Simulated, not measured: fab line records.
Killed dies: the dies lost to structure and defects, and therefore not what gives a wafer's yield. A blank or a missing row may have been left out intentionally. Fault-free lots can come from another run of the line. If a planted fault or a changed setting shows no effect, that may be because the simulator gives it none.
fab line records / flow n5_finfet
record lots=6 wafers=17 last_day=18
route steps=1938 shown BEOL_M3@953
lots untouched by any fault: they come from a run of this same line in which no faults occurred
start_h: hours from the record's opening day to when the first of the lot's shown wafers began / wait_h: time in hours since the lot's previous step / " identical to the entry in the row above / L1.1+2: several wafers, shown together as one row / - no value, or no start given / * or withheld: withheld / < > ~ a bound
route shown NAME@n: names a module that has steps shown in the file, with the first one's number in the route / usual: mean/standard deviation taken from wafers without a fault / same: alike in all rows / chamber/n: place in a boat / sites: the reading at each site / _std_site: standard deviation across them / _edge_site: inner sites' mean taken away from outer sites' mean / radius_mm: for every site, how far away it sits from the centre of the wafer / mask NAME#n: copy n / behind: the last tool/chamber to shape the wafer / hold: what put the lot on hold/how long, in hours/how the hold closed / device: names the non-switching transistor (n, p or np) / end of line: the same wafers' tests at the end of the route / a step without rows: its recipe alone / killed: not the wafer's yield, but the dies lost to structure and defects at the first sort / map: shows each die of a wafer: x if killed, . if not, _ if none is there
set.NAME: setting as actually run; set.NAME@STEP: the setting as run at that earlier step / model.NAME: the simulator's own value behind a step, which no gauge read
a table for each step, a row for each wafer; lots at some steps of the route
services: a tool's chamber out of use, with start hour (start_h, from the record's first day; less than 0 if before it), hours out, and reason
## steps
# step N5_BEOL_M3_STRIP_66
# recipe chemistry=CF4 resist=SiARC power_w=300 bias_power_w=75 pressure_mtorr=50 cf4_flow_sccm=150 rf_frequency_hz=6e+07
# usual drypump_motor_current_A=5.8/0.51 oes_product_au=0.75/0.067 rf_vpp_V=271.1/1.5 showerhead_plenum_p_Torr=1.80/0.062 throttle_valve_pct=13.58/0.21
lot.wafer=L777.1 tool=rie_diel-04 chamber=0 start_h=147.17 wait_h=0.0 drypump_motor_current_A=5.3 oes_product_au=0.76 rf_hours_counter_h=141 rf_vpp_V=272.8 showerhead_plenum_p_Torr=1.85 throttle_valve_pct=13.54
lot.wafer=L777.2 tool=rie_diel-04 chamber=1 start_h=147.17 wait_h=0.0 drypump_motor_current_A=6.3 oes_product_au=0.72 rf_hours_counter_h=185 rf_vpp_V=271.9 showerhead_plenum_p_Torr=1.88 throttle_valve_pct=13.50
lot.wafer=L777.3 tool=rie_diel-04 chamber=3 start_h=147.17 wait_h=0.0 drypump_motor_current_A=5.9 oes_product_au=0.69 rf_hours_counter_h=223 rf_vpp_V=268.8 showerhead_plenum_p_Torr=1.73 throttle_valve_pct=13.83
lot.wafer=L785.4 tool=rie_diel-06 chamber=0 start_h=201.05 wait_h=0.0 drypump_motor_current_A=5.9 oes_product_au=0.71 rf_hours_counter_h=202 rf_vpp_V=272.1 showerhead_plenum_p_Torr=1.85 throttle_valve_pct=13.87
lot.wafer=L785.6 tool=rie_diel-06 chamber=0 start_h=201.05 wait_h=0.0 drypump_motor_current_A=5.9 oes_product_au=0.71 rf_hours_counter_h=- rf_vpp_V=273.1 showerhead_plenum_p_Torr=1.85 throttle_valve_pct=13.84
lot.wafer=L786.1 tool=rie_diel-02 chamber=0 start_h=206.21 wait_h=0.0 drypump_motor_current_A=6.4 oes_product_au=0.92 rf_hours_counter_h=17 rf_vpp_V=270.8 showerhead_plenum_p_Torr=1.85 throttle_valve_pct=13.28
lot.wafer=L786.2 tool=rie_diel-02 chamber=1 start_h=206.21 wait_h=0.0 drypump_motor_current_A=5.1 oes_product_au=0.69 rf_hours_counter_h=234 rf_vpp_V=271.3 showerhead_plenum_p_Torr=1.87 throttle_valve_pct=13.63
lot.wafer=L786.4 tool=rie_diel-02 chamber=2 start_h=206.21 wait_h=0.0 drypump_motor_current_A=6.3 oes_product_au=0.72 rf_hours_counter_h=193 rf_vpp_V=268.7 showerhead_plenum_p_Torr=1.70 throttle_valve_pct=13.58
lot.wafer=L788.2 tool=rie_diel-06 chamber=1 start_h=219.20 wait_h=0.0 drypump_motor_current_A=5.4 oes_product_au=0.80 rf_hours_counter_h=70 rf_vpp_V=270.5 showerhead_plenum_p_Torr=1.80 throttle_valve_pct=13.20
lot.wafer=L788.3 tool=rie_diel-06 chamber=0 start_h=219.20 wait_h=0.0 drypump_motor_current_A=5.9 oes_product_au=0.70 rf_hours_counter_h=207 rf_vpp_V=272.0 showerhead_plenum_p_Torr=1.85 throttle_valve_pct=13.87
lot.wafer=L788.4 tool=rie_diel-06 chamber=3 start_h=219.20 wait_h=0.0 drypump_motor_current_A=5.2 oes_product_au=0.71 rf_hours_counter_h=180 rf_vpp_V=269.7 showerhead_plenum_p_Torr=1.71 throttle_valve_pct=13.57
lot.wafer=L799.3 tool=rie_diel-02 chamber=3 start_h=291.31 wait_h=0.0 drypump_motor_current_A=6.4 oes_product_au=0.69 rf_hours_counter_h=223 rf_vpp_V=271.5 showerhead_plenum_p_Torr=1.77 throttle_valve_pct=13.74
lot.wafer=L799.5 tool=rie_diel-02 chamber=3 start_h=291.31 wait_h=0.0 drypump_motor_current_A=6.4 oes_product_au=0.69 rf_hours_counter_h=- rf_vpp_V=272.5 showerhead_plenum_p_Torr=1.77 throttle_valve_pct=13.74
lot.wafer=L799.6 tool=rie_diel-02 chamber=2 start_h=291.31 wait_h=0.0 drypump_motor_current_A=6.4 oes_product_au=0.70 rf_hours_counter_h=- rf_vpp_V=269.4 showerhead_plenum_p_Torr=1.70 throttle_valve_pct=13.64
lot.wafer=L800.1 tool=rie_diel-06 chamber=2 start_h=291.59 wait_h=0.0 drypump_motor_current_A=6.2 oes_product_au=0.83 rf_hours_counter_h=62 rf_vpp_V=269.4 showerhead_plenum_p_Torr=1.74 throttle_valve_pct=13.61
lot.wafer=L800.2 tool=rie_diel-06 chamber=3 start_h=291.59 wait_h=0.0 drypump_motor_current_A=5.2 oes_product_au=0.69 rf_hours_counter_h=200 rf_vpp_V=268.3 showerhead_plenum_p_Torr=1.71 throttle_valve_pct=13.61
lot.wafer=L800.5 tool=rie_diel-06 chamber=3 start_h=291.59 wait_h=0.0 drypump_motor_current_A=5.2 oes_product_au=0.69 rf_hours_counter_h=- rf_vpp_V=270.0 showerhead_plenum_p_Torr=1.71 throttle_valve_pct=13.63
# step N5_BEOL_M3_HM_OPEN_17
# recipe chemistry=Cl2/BCl3 target_depth_a=200 overetch_a=60 target=TiN mask_material=SOC ion_energy_ev=150 pressure_mtorr=10 icp_w=1000 bias_w=126 Cl2_flow_sccm=53.25 bcl3_flow_sccm=21.75 Ar_flow_sccm=25
# usual drypump_motor_current_A=5.50/0.3 oes_product_au=0.67/0.1 throttle_valve_pct=22.28/0.26
lot.wafer=L777.1 tool=rie_metal-03 chamber=0 start_h=147.21 wait_h=0.0 drypump_motor_current_A=5.65 oes_product_au=0.62 rf_hours_counter_h=57 throttle_valve_pct=22.25
lot.wafer=L777.2 tool=rie_metal-03 chamber=1 start_h=147.21 wait_h=0.0 drypump_motor_current_A=5.91 oes_product_au=0.68 rf_hours_counter_h=34 throttle_valve_pct=22.49
lot.wafer=L777.3 tool=rie_metal-03 chamber=0 start_h=147.21 wait_h=0.0 drypump_motor_current_A=5.68 oes_product_au=0.62 rf_hours_counter_h=- throttle_valve_pct=22.27
lot.wafer=L785.4 tool=rie_metal-01 chamber=0 start_h=201.12 wait_h=0.1 drypump_motor_current_A=5.49 oes_product_au=0.76 rf_hours_counter_h=- throttle_valve_pct=22.59
lot.wafer=L785.6 tool=rie_metal-01 chamber=1 start_h=201.12 wait_h=0.1 drypump_motor_current_A=5.61 oes_product_au=0.77 rf_hours_counter_h=- throttle_valve_pct=21.80
lot.wafer=L786.1 tool=rie_metal-03 chamber=1 start_h=206.25 wait_h=0.0 drypump_motor_current_A=5.93 oes_product_au=0.67 rf_hours_counter_h=39 throttle_valve_pct=22.49
lot.wafer=L786.2 tool=rie_metal-03 chamber=0 start_h=206.25 wait_h=0.0 drypump_motor_current_A=5.70 oes_product_au=0.62 rf_hours_counter_h=62 throttle_valve_pct=22.26
lot.wafer=L786.4 tool=rie_metal-03 chamber=0 start_h=206.25 wait_h=0.0 drypump_motor_current_A=5.66 oes_product_au=0.61 rf_hours_counter_h=- throttle_valve_pct=22.26
lot.wafer=L788.2 tool=rie_metal-01 chamber=1 start_h=219.24 wait_h=0.0 drypump_motor_current_A=5.65 oes_product_au=0.77 rf_hours_counter_h=14 throttle_valve_pct=21.77
lot.wafer=L788.3 tool=rie_metal-01 chamber=1 start_h=219.24 wait_h=0.0 drypump_motor_current_A=5.60 oes_product_au=0.75 rf_hours_counter_h=- throttle_valve_pct=21.81
lot.wafer=L788.4 tool=rie_metal-01 chamber=0 start_h=219.24 wait_h=0.0 drypump_motor_current_A=5.51 oes_product_au=0.75 rf_hours_counter_h=- throttle_valve_pct=22.58
lot.wafer=L799.3 tool=rie_metal-01 chamber=0 start_h=291.39 wait_h=0.1 drypump_motor_current_A=5.47 oes_product_au=0.72 rf_hours_counter_h=- throttle_valve_pct=22.60
lot.wafer=L799.5 tool=rie_metal-01 chamber=0 start_h=291.39 wait_h=0.1 drypump_motor_current_A=5.44 oes_product_au=0.72 rf_hours_counter_h=- throttle_valve_pct=22.61
lot.wafer=L799.6 tool=rie_metal-01 chamber=1 start_h=291.39 wait_h=0.1 drypump_motor_current_A=5.62 oes_product_au=0.74 rf_hours_counter_h=- throttle_valve_pct=21.81
lot.wafer=L800.1 tool=rie_metal-01 chamber=0 start_h=291.63 wait_h=0.0 drypump_motor_current_A=5.45 oes_product_au=0.72 rf_hours_counter_h=18 throttle_valve_pct=22.60
lot.wafer=L800.2 tool=rie_metal-01 chamber=1 start_h=291.63 wait_h=0.0 drypump_motor_current_A=5.61 oes_product_au=0.74 rf_hours_counter_h=21 throttle_valve_pct=21.82
lot.wafer=L800.5 tool=rie_metal-01 chamber=1 start_h=291.63 wait_h=0.0 drypump_motor_current_A=5.62 oes_product_au=0.74 rf_hours_counter_h=- throttle_valve_pct=21.80
# step N5_BEOL_M3_STRIP_19
# recipe chemistry=O2 power_w=400 temp_c=40 pressure_mtorr=30 rf_frequency_hz=6e+07 bias_power_w=0 overash_fraction=0.2 o2_flow_sccm=225
# usual drypump_motor_current_A=5.8/0.54 oes_product_au=0.76/0.089 rf_vpp_V=3.7/0.52 showerhead_plenum_p_Torr=2.11/0.072 throttle_valve_pct=16.60/0.24
lot.wafer=L777.1 tool=rie_diel-04 chamber=0 start_h=147.32 wait_h=0.1 drypump_motor_current_A=5.3 oes_product_au=0.76 rf_hours_counter_h=141 rf_vpp_V=3.5 showerhead_plenum_p_Torr=2.17 throttle_valve_pct=16.61
lot.wafer=L777.2 tool=rie_diel-04 chamber=3 start_h=147.32 wait_h=0.1 drypump_motor_current_A=5.9 oes_product_au=0.69 rf_hours_counter_h=223 rf_vpp_V=4.7 showerhead_plenum_p_Torr=1.99 throttle_valve_pct=16.74
lot.wafer=L777.3 tool=rie_diel-04 chamber=1 start_h=147.32 wait_h=0.1 drypump_motor_current_A=6.3 oes_product_au=0.73 rf_hours_counter_h=185 rf_vpp_V=4.3 showerhead_plenum_p_Torr=2.15 throttle_valve_pct=16.29
lot.wafer=L785.4 tool=rie_diel-06 chamber=3 start_h=201.20 wait_h=0.1 drypump_motor_current_A=5.2 oes_product_au=0.72 rf_hours_counter_h=176 rf_vpp_V=3.9 showerhead_plenum_p_Torr=2.01 throttle_valve_pct=16.74
lot.wafer=L785.6 tool=rie_diel-06 chamber=0 start_h=201.20 wait_h=0.1 drypump_motor_current_A=5.9 oes_product_au=0.73 rf_hours_counter_h=- rf_vpp_V=3.6 showerhead_plenum_p_Torr=2.19 throttle_valve_pct=17.01
lot.wafer=L786.1 tool=rie_diel-06 chamber=3 start_h=206.37 wait_h=0.1 drypump_motor_current_A=5.2 oes_product_au=0.71 rf_hours_counter_h=177 rf_vpp_V=4.1 showerhead_plenum_p_Torr=2.01 throttle_valve_pct=16.73
lot.wafer=L786.2 tool=rie_diel-06 chamber=0 start_h=206.37 wait_h=0.1 drypump_motor_current_A=5.9 oes_product_au=0.72 rf_hours_counter_h=203 rf_vpp_V=4.0 showerhead_plenum_p_Torr=2.19 throttle_valve_pct=17.04
lot.wafer=L786.4 tool=rie_diel-06 chamber=1 start_h=206.37 wait_h=0.1 drypump_motor_current_A=5.4 oes_product_au=0.83 rf_hours_counter_h=67 rf_vpp_V=4.3 showerhead_plenum_p_Torr=2.11 throttle_valve_pct=16.18
lot.wafer=L788.2 tool=rie_diel-02 chamber=2 start_h=219.35 wait_h=0.1 drypump_motor_current_A=6.3 oes_product_au=0.73 rf_hours_counter_h=197 rf_vpp_V=3.2 showerhead_plenum_p_Torr=2.03 throttle_valve_pct=16.87
lot.wafer=L788.3 tool=rie_diel-02 chamber=3 start_h=219.35 wait_h=0.1 drypump_motor_current_A=6.4 oes_product_au=0.70 rf_hours_counter_h=201 rf_vpp_V=4.1 showerhead_plenum_p_Torr=2.04 throttle_valve_pct=16.53
lot.wafer=L788.4 tool=rie_diel-02 chamber=0 start_h=219.35 wait_h=0.1 drypump_motor_current_A=6.4 oes_product_au=0.93 rf_hours_counter_h=20 rf_vpp_V=3.9 showerhead_plenum_p_Torr=2.16 throttle_valve_pct=16.36
lot.wafer=L799.3 tool=rie_diel-04 chamber=3 start_h=291.52 wait_h=0.1 drypump_motor_current_A=5.9 oes_product_au=0.97 rf_hours_counter_h=8 rf_vpp_V=3.8 showerhead_plenum_p_Torr=2.24 throttle_valve_pct=16.33
lot.wafer=L799.5 tool=rie_diel-04 chamber=1 start_h=291.52 wait_h=0.1 drypump_motor_current_A=6.2 oes_product_au=0.69 rf_hours_counter_h=- rf_vpp_V=3.3 showerhead_plenum_p_Torr=2.14 throttle_valve_pct=16.39
lot.wafer=L799.6 tool=rie_diel-04 chamber=0 start_h=291.52 wait_h=0.1 drypump_motor_current_A=5.3 oes_product_au=0.71 rf_hours_counter_h=- rf_vpp_V=3.4 showerhead_plenum_p_Torr=2.15 throttle_valve_pct=16.71
lot.wafer=L800.1 tool=rie_diel-04 chamber=0 start_h=291.74 wait_h=0.1 drypump_motor_current_A=5.3 oes_product_au=0.72 rf_hours_counter_h=188 rf_vpp_V=3.4 showerhead_plenum_p_Torr=2.15 throttle_valve_pct=16.72
lot.wafer=L800.2 tool=rie_diel-04 chamber=3 start_h=291.74 wait_h=0.1 drypump_motor_current_A=5.9 oes_product_au=0.97 rf_hours_counter_h=8 rf_vpp_V=3.8 showerhead_plenum_p_Torr=2.24 throttle_valve_pct=16.34
lot.wafer=L800.5 tool=rie_diel-04 chamber=3 start_h=291.74 wait_h=0.1 drypump_motor_current_A=5.9 oes_product_au=0.97 rf_hours_counter_h=- rf_vpp_V=4.5 showerhead_plenum_p_Torr=2.24 throttle_valve_pct=16.34
# step N5_BEOL_M3_CD_MEAS_18
# recipe pitch_nm=36 target_cd_nm=18
# usual cd_nm=17.6/0.42
lot.wafer=L777.1 tool=cd_sem-02 chamber=- start_h=147.39 wait_h=0.0 cd_nm=17.9
lot.wafer=L777.2 tool=cd_sem-02 chamber=- start_h=147.39 wait_h=0.0 cd_nm=17.7
lot.wafer=L777.3 tool=cd_sem-02 chamber=- start_h=147.39 wait_h=0.0 cd_nm=18.3
lot.wafer=L785.4 tool=cd_sem-02 chamber=- start_h=201.28 wait_h=0.1 cd_nm=17.4
lot.wafer=L785.6 tool=cd_sem-02 chamber=- start_h=201.28 wait_h=0.1 cd_nm=17.7
lot.wafer=L786.1 tool=cd_sem-01 chamber=- start_h=206.44 wait_h=0.0 cd_nm=18.1
lot.wafer=L786.2 tool=cd_sem-01 chamber=- start_h=206.44 wait_h=0.0 cd_nm=17.7
lot.wafer=L786.4 tool=cd_sem-01 chamber=- start_h=206.44 wait_h=0.0 cd_nm=16.9
lot.wafer=L788.2 tool=cd_sem-01 chamber=- start_h=219.42 wait_h=0.1 cd_nm=17.7
lot.wafer=L788.3 tool=cd_sem-01 chamber=- start_h=219.42 wait_h=0.1 cd_nm=17.5
lot.wafer=L788.4 tool=cd_sem-01 chamber=- start_h=219.42 wait_h=0.1 cd_nm=16.8
lot.wafer=L799.3 tool=cd_sem-02 chamber=- start_h=291.59 wait_h=0.1 cd_nm=17.7
lot.wafer=L799.5 tool=cd_sem-02 chamber=- start_h=291.59 wait_h=0.1 cd_nm=18.0
lot.wafer=L799.6 tool=cd_sem-02 chamber=- start_h=291.59 wait_h=0.1 cd_nm=17.5
lot.wafer=L800.1 tool=cd_sem-02 chamber=- start_h=291.81 wait_h=0.0 cd_nm=17.0
lot.wafer=L800.2 tool=cd_sem-02 chamber=- start_h=291.81 wait_h=0.0 cd_nm=17.2
lot.wafer=L800.5 tool=cd_sem-02 chamber=- start_h=291.81 wait_h=0.0 cd_nm=17.5
# step N5_BEOL_M3_COAT_67
# recipe resist=SOC temp_c=250 time_s=60 spin_rpm=1500 resist_thk_nm=60
# step N5_BEOL_M3_COAT_68
# recipe resist=SiARC temp_c=220 time_s=60 spin_rpm=1500 resist_thk_nm=12
# step N5_BEOL_M3_COAT_76
# recipe resist=underlayer temp_c=205 time_s=60 spin_rpm=1500 resist_thk_nm=5
# step N5_BEOL_M3_COAT_22
# recipe resist=CAR-EUV spin_rpm=1500 resist_thk_nm=30
# step N5_BEOL_M3_EBR_24
# recipe solvent=PGMEA ebr_width_mm=1.5
# step N5_BEOL_M3_SOFTBAKE_23
# recipe temp_c=110 time_s=60 resist=CAR-EUV
# step N5_BEOL_M3_EXPOSE_25
# recipe mask_id=V2 na=0.33 source_shape=quasar sigma_inner=0.2 sigma_outer=0.8 polarization=unpolarized defocus_nm=5 dose_mj=63
# step N5_BEOL_M3_PEB_26
# recipe peb_temp_c=100 peb_time_s=60 resist=CAR-EUV
# step N5_BEOL_M3_DEVELOP_27
# recipe develop_time_s=30 developer=TMAH resist=CAR-EUV rinse_liquid=surfactant_rinse dry=air_spin dev_temp_c=23
# usual chill_plate_temp_C=23.03/0.098 develop_time_s=30/0
lot.wafer=L777.1 tool=litho_track-05 chamber=0 start_h=147.65 wait_h=- chill_plate_temp_C=23.02 develop_time_s=30 model.CAR-EUV_of_BEOL_M3_COAT_22.thk_nm=29.6
lot.wafer=L777.2 tool=litho_track-05 chamber=0 start_h=147.65 wait_h=- chill_plate_temp_C=22.80 develop_time_s=30 model.CAR-EUV_of_BEOL_M3_COAT_22.thk_nm=29.6
lot.wafer=L777.3 tool=litho_track-05 chamber=0 start_h=147.65 wait_h=- chill_plate_temp_C=22.96 develop_time_s=30 model.CAR-EUV_of_BEOL_M3_COAT_22.thk_nm=29.4
lot.wafer=L785.4 tool=litho_track-03 chamber=- start_h=201.54 wait_h=- chill_plate_temp_C=- develop_time_s=- model.CAR-EUV_of_BEOL_M3_COAT_22.thk_nm=29.8
lot.wafer=L785.6 tool=litho_track-03 chamber=- start_h=201.54 wait_h=- chill_plate_temp_C=- develop_time_s=- model.CAR-EUV_of_BEOL_M3_COAT_22.thk_nm=29.8
lot.wafer=L786.1 tool=litho_track-01 chamber=- start_h=206.70 wait_h=- chill_plate_temp_C=- develop_time_s=- model.CAR-EUV_of_BEOL_M3_COAT_22.thk_nm=30
lot.wafer=L786.2 tool=litho_track-01 chamber=- start_h=206.70 wait_h=- chill_plate_temp_C=- develop_time_s=- model.CAR-EUV_of_BEOL_M3_COAT_22.thk_nm=29.8
lot.wafer=L786.4 tool=litho_track-01 chamber=- start_h=206.70 wait_h=- chill_plate_temp_C=- develop_time_s=- model.CAR-EUV_of_BEOL_M3_COAT_22.thk_nm=29.8
lot.wafer=L788.2 tool=litho_track-03 chamber=0 start_h=219.81 wait_h=- chill_plate_temp_C=22.98 develop_time_s=30 model.CAR-EUV_of_BEOL_M3_COAT_22.thk_nm=29.6
lot.wafer=L788.3 tool=litho_track-03 chamber=0 start_h=219.81 wait_h=- chill_plate_temp_C=23.02 develop_time_s=30 model.CAR-EUV_of_BEOL_M3_COAT_22.thk_nm=29.6
lot.wafer=L788.4 tool=litho_track-03 chamber=0 start_h=219.81 wait_h=- chill_plate_temp_C=23.06 develop_time_s=30 model.CAR-EUV_of_BEOL_M3_COAT_22.thk_nm=29.6
lot.wafer=L799.3 tool=litho_track-03 chamber=0 start_h=291.85 wait_h=- chill_plate_temp_C=22.89 develop_time_s=30 model.CAR-EUV_of_BEOL_M3_COAT_22.thk_nm=29.4
lot.wafer=L799.5 tool=litho_track-03 chamber=0 start_h=291.85 wait_h=- chill_plate_temp_C=22.96 develop_time_s=30 model.CAR-EUV_of_BEOL_M3_COAT_22.thk_nm=29.4
lot.wafer=L799.6 tool=litho_track-03 chamber=0 start_h=291.85 wait_h=- chill_plate_temp_C=22.99 develop_time_s=30 model.CAR-EUV_of_BEOL_M3_COAT_22.thk_nm=29.4
lot.wafer=L800.1 tool=litho_track-03 chamber=0 start_h=292.07 wait_h=- chill_plate_temp_C=23.03 develop_time_s=30 model.CAR-EUV_of_BEOL_M3_COAT_22.thk_nm=29.6
lot.wafer=L800.2 tool=litho_track-03 chamber=0 start_h=292.07 wait_h=- chill_plate_temp_C=23.13 develop_time_s=30 model.CAR-EUV_of_BEOL_M3_COAT_22.thk_nm=29.6
lot.wafer=L800.5 tool=litho_track-03 chamber=0 start_h=292.07 wait_h=- chill_plate_temp_C=23.21 develop_time_s=30 model.CAR-EUV_of_BEOL_M3_COAT_22.thk_nm=29.6
# step N5_BEOL_M3_CD_MEAS_28
# recipe target_cd_nm=25.7 landing_energy_ev=500 detector=se_inlens target_cd_y_nm=23.3 polarity=opening
# usual cd_nm=25.65/0.24
lot.wafer=L777.1 tool=cd_sem-02 chamber=0 start_h=147.71 wait_h=- cd_nm=25.49
lot.wafer=L777.2 tool=cd_sem-02 chamber=0 start_h=147.71 wait_h=- cd_nm=25.59
lot.wafer=L777.3 tool=cd_sem-02 chamber=0 start_h=147.71 wait_h=- cd_nm=25.60
lot.wafer=L785.4 tool=cd_sem-02 chamber=0 start_h=201.60 wait_h=- cd_nm=-
lot.wafer=L785.6 tool=cd_sem-02 chamber=0 start_h=201.60 wait_h=- cd_nm=-
lot.wafer=L786.1 tool=cd_sem-03 chamber=0 start_h=206.75 wait_h=- cd_nm=-
lot.wafer=L786.2 tool=cd_sem-03 chamber=0 start_h=206.75 wait_h=- cd_nm=-
lot.wafer=L786.4 tool=cd_sem-03 chamber=0 start_h=206.75 wait_h=- cd_nm=-
lot.wafer=L788.2 tool=cd_sem-01 chamber=0 start_h=219.87 wait_h=- cd_nm=25.60
lot.wafer=L788.3 tool=cd_sem-01 chamber=0 start_h=219.87 wait_h=- cd_nm=25.63
lot.wafer=L788.4 tool=cd_sem-01 chamber=0 start_h=219.87 wait_h=- cd_nm=25.61
lot.wafer=L799.3 tool=cd_sem-03 chamber=0 start_h=291.91 wait_h=- cd_nm=25.58
lot.wafer=L799.5 tool=cd_sem-03 chamber=0 start_h=291.91 wait_h=- cd_nm=25.74
lot.wafer=L799.6 tool=cd_sem-03 chamber=0 start_h=291.91 wait_h=- cd_nm=25.58
lot.wafer=L800.1 tool=cd_sem-01 chamber=0 start_h=292.13 wait_h=- cd_nm=25.55
lot.wafer=L800.2 tool=cd_sem-01 chamber=0 start_h=292.13 wait_h=- cd_nm=25.58
lot.wafer=L800.5 tool=cd_sem-01 chamber=0 start_h=292.13 wait_h=- cd_nm=25.79
## services
tool=rie_diel-02 chamber=0 start_h=133.14 hours=- kind=clean
tool=rie_diel-02 chamber=0 start_h=133.14 hours=- kind=consumable_replace:focus_ring
tool=rie_diel-02 chamber=0 start_h=133.14 hours=16.0 kind=scheduled_down
tool=rie_diel-02 chamber=0 start_h=133.14 hours=16.0 kind=vent_cycle
tool=litho_track-01 chamber=- start_h=134.04 hours=- kind=consumable_replace:filter
tool=rie_diel-04 chamber=2 start_h=140.05 hours=19.5 kind=repair
tool=rie_metal-01 chamber=1 start_h=176.04 hours=4.8 kind=repair
tool=rie_diel-04 chamber=3 start_h=180.80 hours=1.6 kind=repair
tool=litho_track-05 chamber=- start_h=207.05 hours=- kind=consumable_replace:filter
tool=rie_diel-02 chamber=1 start_h=222.31 hours=5.3 kind=repair
tool=rie_diel-04 chamber=3 start_h=237.79 hours=- kind=clean
tool=rie_diel-04 chamber=3 start_h=237.79 hours=- kind=consumable_replace:focus_ring
tool=rie_diel-04 chamber=3 start_h=237.79 hours=- kind=consumable_replace:showerhead
tool=rie_diel-04 chamber=3 start_h=237.79 hours=23.2 kind=scheduled_down
tool=rie_diel-04 chamber=3 start_h=237.79 hours=23.2 kind=vent_cycle
tool=rie_metal-03 chamber=- start_h=242.53 hours=0.8 kind=repair
tool=rie_diel-02 chamber=1 start_h=267.30 hours=- kind=clean
tool=rie_diel-02 chamber=1 start_h=267.30 hours=- kind=consumable_replace:esc
tool=rie_diel-02 chamber=1 start_h=267.30 hours=- kind=consumable_replace:focus_ring
tool=rie_diel-02 chamber=1 start_h=267.30 hours=22.7 kind=scheduled_down
tool=rie_diel-02 chamber=1 start_h=267.30 hours=22.7 kind=vent_cycle
## key
first_sign step=N5_BEOL_M3_DEVELOP_27 reading=tool_record direction=missing
effect none on later readings
model_effect step=N5_BEOL_M3_DEVELOP_27 value=CAR-EUV_of_BEOL_M3_COAT_22.thk_nm without=29.4 struck=29.84
met_at N5_BEOL_M3_DEVELOP_27
struck_wafers L785.4,L785.6,L786.1,L786.2,L786.4
later_rows_left_out L785.4,L785.6,L786.1,L786.2,L786.4
sort_left_out L785.4,L785.6,L786.1,L786.2,L786.4
fault kind=skipped_step_whole tool=litho_track-01,litho_track-03 chamber=- onset_h=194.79 steps=N5_BEOL_M3_DEVELOP_27 scope=struck_lots_only
# sort_left_out: the simulated sort isn't trusted on such a fault, so these wafers' sort isn't shown, and their yield isn't known
# later_rows_left_out: the simulator's readings of these wafers behind a module that went badly wrong aren't trusted and aren't shown, but for the sort
